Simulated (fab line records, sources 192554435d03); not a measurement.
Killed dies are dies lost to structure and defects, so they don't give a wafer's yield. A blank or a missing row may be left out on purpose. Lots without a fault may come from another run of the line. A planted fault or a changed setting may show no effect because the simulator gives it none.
Chamber matching | flow n5_finfet | N5_BEOL_M8_CURE_75 on uv_cure-03: 3 sister chambers
The step cures SiCOH lowk, time 120 s. 6 wafers are shown with their chamber, then 11 later ones without.

WAFERS WITH THEIR CHAMBER
wafer  | chamber | lamp_power_pct (%) | wafer_temp_C_max
L080.6 | 2       | 52.26              | 371.4
L082.4 | 1       | 52.39              | 372.4
L082.6 | 1       | 52.34              | 371.8
L083.2 | 0       | 52.35              | 371.5
L083.6 | 0       | 52.41              | 372.2
L086.2 | 2       | 52.36              | 371.7

WAFERS WITHOUT THEIR CHAMBER
wafer  | lamp_power_pct (%) | wafer_temp_C_max
L086.3 | 52.24              | 371.6
L086.4 | 52.22              | 371.8
L089.1 | 52.37              | 371.9
L089.3 | 52.34              | 371.5
L089.4 | 52.32              | 371.5
L091.3 | 52.26              | 371.0
L091.4 | 52.31              | 372.4
L091.5 | 52.25              | 371.0
L096.1 | 52.35              | 371.8
L096.2 | 52.34              | 372.0
L096.4 | 52.30              | 371.6

WHICH CHAMBER EACH WENT THROUGH
wafer  | from the rows above          | in truth
L086.3 | can't be placed: 2 or 1 or 0 | 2
L086.4 | can't be placed: 2 or 1 or 0 | 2
L089.1 | can't be placed: 0 or 1 or 2 | 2
L089.3 | can't be placed: 2 or 0 or 1 | 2
L089.4 | can't be placed: 2 or 0 or 1 | 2
L091.3 | can't be placed: 2 or 0 or 1 | 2
L091.4 | can't be placed: 1 or 0 or 2 | 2
L091.5 | can't be placed: 2 or 0 or 1 | 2
L096.1 | can't be placed: 0 or 1 or 2 | 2
L096.2 | can't be placed: 1 or 0 or 2 | 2
L096.4 | can't be placed: 2 or 0 or 1 | 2
Placed correctly: 0 of 11. Can't be placed from these rows: 11 (the true chamber is among the candidates in 11). Placed wrongly: 0.
How it was worked out, from the rows above alone: a wafer's distance from a chamber is the root of the sum, over the readings, of the square of ((its reading less the chamber's mean) divided by the reading's scatter). The wafer belongs to the nearest chamber; if the next one is less than 2 further off, it can't be placed. A chamber's mean is the mean of its shown wafers. The scatter: the root of (the sum of the squares of (reading less its chamber's mean) over the shown wafers, divided by (wafers less chambers)).
